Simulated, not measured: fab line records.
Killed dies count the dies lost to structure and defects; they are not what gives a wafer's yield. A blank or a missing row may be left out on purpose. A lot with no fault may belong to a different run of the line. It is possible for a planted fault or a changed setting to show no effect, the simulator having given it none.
Which tool is to blame? ; flow n5 finfet ; Sampling: 14 lots, 39 wafers, 4 of 1938 route steps

## WHAT THE GAUGES READ, wafer by wafer
Not one reading of a measure or inspect step in the record can be checked against a usual standard deviation.

## WHAT TOOL EACH LOT RAN ON (gives the tool, then ch and the chambers of the sampled wafers, and finally the start)
lot;N5_BEOL_M5_ETCH_61;N5_BEOL_M5_STRIP_64;N5_BEOL_M5_STRIP_19;N5_BEOL_M5_DEVELOP_27
L681;rie diel-03 ch 1,2, day 9 06:32;rie diel-03 ch 1,2, day 9 06:42;rie diel-01 ch 0,2,3, day 9 06:51;litho track-05 ch 0, day 9 07:38
L682;rie diel-01 ch 0, day 9 09:17;rie diel-01 ch 0, day 9 09:26;rie diel-03 ch 1,2, day 9 09:35;litho track-02 ch 0, day 9 12:54
L684;rie diel-01 ch 0,2, day 9 09:43;rie diel-01 ch 0,2, day 9 09:52;rie diel-02 ch 1,3, day 9 10:01;litho track-05 ch 0, day 9 12:57
L683;rie diel-03 ch 2,3, day 9 14:08;rie diel-03 ch 2,3, day 9 14:17;rie diel-01 ch 0,3, day 9 14:32;litho track-02 ch 0, day 9 16:28
L685;rie diel-03 ch 0,2,3, day 10 05:52;rie diel-03 ch 0,2,3, day 10 06:02;rie diel-03 ch 0,1, day 10 06:15;litho track-02 ch 0, day 10 07:58
L690;rie diel-01 ch 0,2,3, day 11 01:47;rie diel-01 ch 0,2,3, day 11 01:57;rie diel-02 ch 0,2,3, day 11 02:11;litho track-01 ch 0, day 11 02:38
L689;rie diel-01 ch 0,1,3, day 11 05:02;rie diel-01 ch 0,1,3, day 11 05:12;rie diel-01 ch 1,2,3, day 11 05:25;litho track-05 ch 0, day 11 08:10
L693;rie diel-01 ch 1,2, day 11 09:57;rie diel-01 ch 1,2, day 11 10:06;rie diel-03 ch 0,3, day 11 10:22;litho track-01, day 11 11:39
L691;rie diel-03 ch 0,3, day 11 10:11;rie diel-03 ch 0,3, day 11 10:21;rie diel-02 ch 0,1,3, day 11 10:30;litho track-05, day 11 11:52
L692;rie diel-02 ch 1,2,3, day 12 06:28;rie diel-02 ch 1,2,3, day 12 06:37;rie diel-02 ch 0,2,3, day 12 06:49;litho track-05 ch 0, day 12 07:47
L694;rie diel-03 ch 1,2,3, day 12 06:40;rie diel-03 ch 1,2,3, day 12 06:49;rie diel-02 ch 0,2,3, day 12 06:58;litho track-01 ch 0, day 12 07:40
L699;rie diel-01 ch 1,2,3, day 13 08:39;rie diel-01 ch 1,2,3, day 13 08:48;rie diel-03 ch 0,1,2, day 13 08:58;litho track-05 ch 0, day 13 10:46
L701;rie diel-03 ch 0,2,3, day 13 12:07;rie diel-03 ch 0,2,3, day 13 12:16;rie diel-01 ch 0,1,3, day 13 12:25;litho track-05 ch 0, day 13 14:32
L700;rie diel-01 ch 0,1,2, day 14 03:09;rie diel-01 ch 0,1,2, day 14 03:19;rie diel-03 ch 0,1,3, day 14 03:28;litho track-05 ch 0, day 14 06:40
- N5_BEOL_M5_ETCH_61: etches SiARC in CF4, target depth 15.6 nm, time 26 s.
- N5_BEOL_M5_STRIP_64: strips in CF4.
- N5_BEOL_M5_STRIP_19: strips in O2.
- N5_BEOL_M5_DEVELOP_27: develop time 30 s.

## WHAT THE TOOLS THEMSELVES READ (means of the sampled wafers that have a number; where no wafer has one, the mark that the record gives instead)
N5_BEOL_M5_ETCH_61. Usual: for bias w, 36.00 W with a standard deviation of 0.11; for drypump motor current A, 5.7 A with a standard deviation of 0.44; for etch rf on time s, 26.0 s with a standard deviation of 0.83; for oes product au, 0.65 a.u. with a standard deviation of 0.072; for rf vpp V, 183.7 V with a standard deviation of 1.1; for showerhead plenum p Torr, 2.11 Torr with a standard deviation of 0.068; for throttle valve pct, 15.74 % with a standard deviation of 0.27.
lot;tool;bias w (W);drypump motor current A (A);etch rf on time s (s);oes product au (a.u.);rf vpp V (V);showerhead plenum p Torr (Torr);throttle valve pct (%);flag
L681;rie diel-03;35.95;5.6;25.6;0.77;184.3;2.11;15.82;
L682;rie diel-01;36.08;6.4;26.0;0.64;184.4;2.11;15.40;
L684;rie diel-01;36.02;6.2;26.1;0.64;184.8;2.17;15.41;
L683;rie diel-03;35.92;5.6;26.2;0.75;183.2;2.08;15.75;
L685;rie diel-03;36.08;5.5;26.0;0.70;184.1;2.13;15.84;
L690;rie diel-01;36.05;6.2;25.7;0.62;185.1;2.12;15.67;
L689;rie diel-01;35.91;5.9;25.3;0.63;183.3;2.06;15.77;
L693;rie diel-01;36.04;5.6;26.1;0.63;182.7;2.09;15.67;
L691;rie diel-03;35.92;5.3;26.9;0.62;183.4;2.11;15.91;
L692;rie diel-02;35.90;5.6;26.5;0.64;183.7;2.12;15.72;
L694;rie diel-03;35.95;5.4;25.6;0.75;183.3;2.08;15.74;
L699;rie diel-01;36.05;5.8;25.6;0.61;182.2;2.09;15.82;
L701;rie diel-03;35.93;5.5;26.3;0.66;184.0;2.12;15.91;
L700;rie diel-01;35.95;5.9;26.5;0.61;184.0;2.11;15.59;

N5_BEOL_M5_STRIP_64. Usual: drypump motor current A 5.7 A, standard deviation 0.44; oes product au 0.75 a.u., standard deviation 0.076; rf vpp V 270.8 V, standard deviation 1.4; showerhead plenum p Torr 1.77 Torr, standard deviation 0.059; throttle valve pct 13.75 %, standard deviation 0.27.
lot;tool;drypump motor current A (A);oes product au (a.u.);rf vpp V (V);showerhead plenum p Torr (Torr);throttle valve pct (%);flag
L681;rie diel-03;5.6;0.88;270.3;1.78;13.84;
L682;rie diel-01;6.4;0.74;272.1;1.77;13.43;
L684;rie diel-01;6.2;0.73;271.6;1.81;13.46;
L683;rie diel-03;5.5;0.86;270.1;1.75;13.75;
L685;rie diel-03;5.5;0.80;270.8;1.79;13.87;
L690;rie diel-01;6.2;0.71;270.8;1.78;13.70;
L689;rie diel-01;5.9;0.72;270.1;1.73;13.77;
L693;rie diel-01;5.6;0.73;270.5;1.76;13.68;
L691;rie diel-03;5.3;0.73;270.9;1.78;13.92;
L692;rie diel-02;5.6;0.76;270.2;1.77;13.69;
L694;rie diel-03;5.4;0.87;269.9;1.76;13.73;
L699;rie diel-01;5.8;0.71;269.9;1.75;13.84;
L701;rie diel-03;5.5;0.77;271.0;1.79;13.92;
L700;rie diel-01;5.9;0.71;271.1;1.77;13.62;

N5_BEOL_M5_STRIP_19. Usual: drypump motor current A 5.7 A, standard deviation 0.37; oes product au 0.77 a.u., standard deviation 0.081; rf vpp V 3.7 V, standard deviation 0.49; showerhead plenum p Torr 2.08 Torr, standard deviation 0.07; throttle valve pct 16.79 %, standard deviation 0.26.
lot;tool;drypump motor current A (A);oes product au (a.u.);rf vpp V (V);showerhead plenum p Torr (Torr);throttle valve pct (%);flag
L681;rie diel-01;6.2;0.73;3.6;2.10;16.80;
L682;rie diel-03;5.4;0.83;4.0;2.05;16.94;
L684;rie diel-02;5.4;0.79;3.0;2.08;16.80;
L683;rie diel-01;6.2;0.72;3.8;2.05;16.94;
L685;rie diel-03;5.3;0.70;4.2;2.14;17.11;
L690;rie diel-02;5.6;0.82;4.1;2.12;16.56;
L689;rie diel-01;5.8;0.72;4.6;2.05;16.86;
L693;rie diel-03;5.3;0.72;4.0;2.06;16.93;
L691;rie diel-02;5.5;0.82;3.8;2.10;16.65;
L692;rie diel-02;5.6;0.82;3.8;2.12;16.57;
L694;rie diel-02;5.6;0.81;4.6;2.12;16.56;
L699;rie diel-03;5.5;0.85;3.5;2.09;16.90;
L701;rie diel-01;5.9;0.71;3.4;2.02;16.92;
L700;rie diel-03;5.2;0.79;3.7;2.07;16.92;

N5_BEOL_M5_DEVELOP_27. Usual: chill plate temp C 22.98 C, standard deviation 0.1.
lot;tool;chill plate temp C (C);flag
L681;litho track-05;23.05;
L682;litho track-02;22.91;
L684;litho track-05;23.00;
L683;litho track-02;23.06;
L685;litho track-02;22.95;
L690;litho track-01;23.04;
L689;litho track-05;22.99;
L693;litho track-01;-;OFF
L691;litho track-05;-;OFF
L692;litho track-05;23.07;
L694;litho track-01;22.95;
L699;litho track-05;22.92;
L701;litho track-05;22.99;
L700;litho track-05;22.98;

## THE ANSWER, worked out from the rows above alone
Rule: a lot counts as off when the mean over its wafers that have a number is more than 3 standard deviations away from the usual mean. A lot without any number at a reading at which 4 lots or more have one is off too. The other lots that the step has rows for count as sound. Order of review: gauges by route order, followed by the tools' own readings, for which a lot's mean as printed above is used. At the first step where some lot is off, the reading lying furthest off is the one used; lots without a number count as furthest.
Off: L693, L691 (N5_BEOL_M5_DEVELOP_27, chill plate temp C). Without a number there: L693, L691.
If a tool, at that step or one of the process steps before it, ran each lot that is off and ran no sound lot following the first of them, it fits. None of those tried fits.

## WHAT WAS PUT IN BY THE SIMULATOR
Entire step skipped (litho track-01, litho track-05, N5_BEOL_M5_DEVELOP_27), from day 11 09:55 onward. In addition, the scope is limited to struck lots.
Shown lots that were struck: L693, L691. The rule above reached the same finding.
